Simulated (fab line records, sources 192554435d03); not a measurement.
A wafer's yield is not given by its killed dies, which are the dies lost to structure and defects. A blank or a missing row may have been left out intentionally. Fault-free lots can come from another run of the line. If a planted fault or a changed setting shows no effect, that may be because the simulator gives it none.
Matching of chambers :: flow n5Finfet :: N5_BEOL_M0_SAQP_STRIP_108 on rieDiel-06 has 4 sister chambers
The step strips in N2/H2. 4 wafers are shown with their chamber, then 7 later ones without.

WAFERS PAIRED WITH THEIR CHAMBERS
wafer: L084.4
chamber: 3
showerheadPlenumPTorr (Torr): 3.48

wafer: L086.3
chamber: 0
showerheadPlenumPTorr (Torr): 3.41

wafer: L087.2
chamber: 1
showerheadPlenumPTorr (Torr): 3.25

wafer: L087.3
chamber: 2
showerheadPlenumPTorr (Torr): 3.19

WAFERS WHOSE CHAMBER IS MISSING
wafer: L087.4
showerheadPlenumPTorr (Torr): 3.48

wafer: L089.2
showerheadPlenumPTorr (Torr): 3.25

wafer: L089.4
showerheadPlenumPTorr (Torr): 3.25

wafer: L089.5
showerheadPlenumPTorr (Torr): 3.41

wafer: L097.2
showerheadPlenumPTorr (Torr): 3.47

wafer: L097.4
showerheadPlenumPTorr (Torr): 3.18

wafer: L097.6
showerheadPlenumPTorr (Torr): 3.47

THE CHAMBER EACH PASSED THROUGH
wafer: L087.4
from the rows above: 3
in truth: 3

wafer: L089.2
from the rows above: 1
in truth: 1

wafer: L089.4
from the rows above: 1
in truth: 1

wafer: L089.5
from the rows above: 0
in truth: 0

wafer: L097.2
from the rows above: 3
in truth: 3

wafer: L097.4
from the rows above: 2
in truth: 2

wafer: L097.6
from the rows above: 3
in truth: 3
Correctly placed: 7 of 7. Number that these rows cannot place: 0. Number placed wrongly: 0.
How it was worked out, from the rows above alone: a wafer's distance from a chamber is the root of the sum, over the readings, of the square of ((its reading less the chamber's mean) divided by the reading's scatter). The wafer belongs to the nearest chamber; if the next one is less than 2 further off, it can't be placed. The mean given for a chamber averages the wafers shown for that chamber. The scatter: with one shown wafer a chamber, the root of the mean of the squares of how far each hidden wafer lies from its nearest shown one.
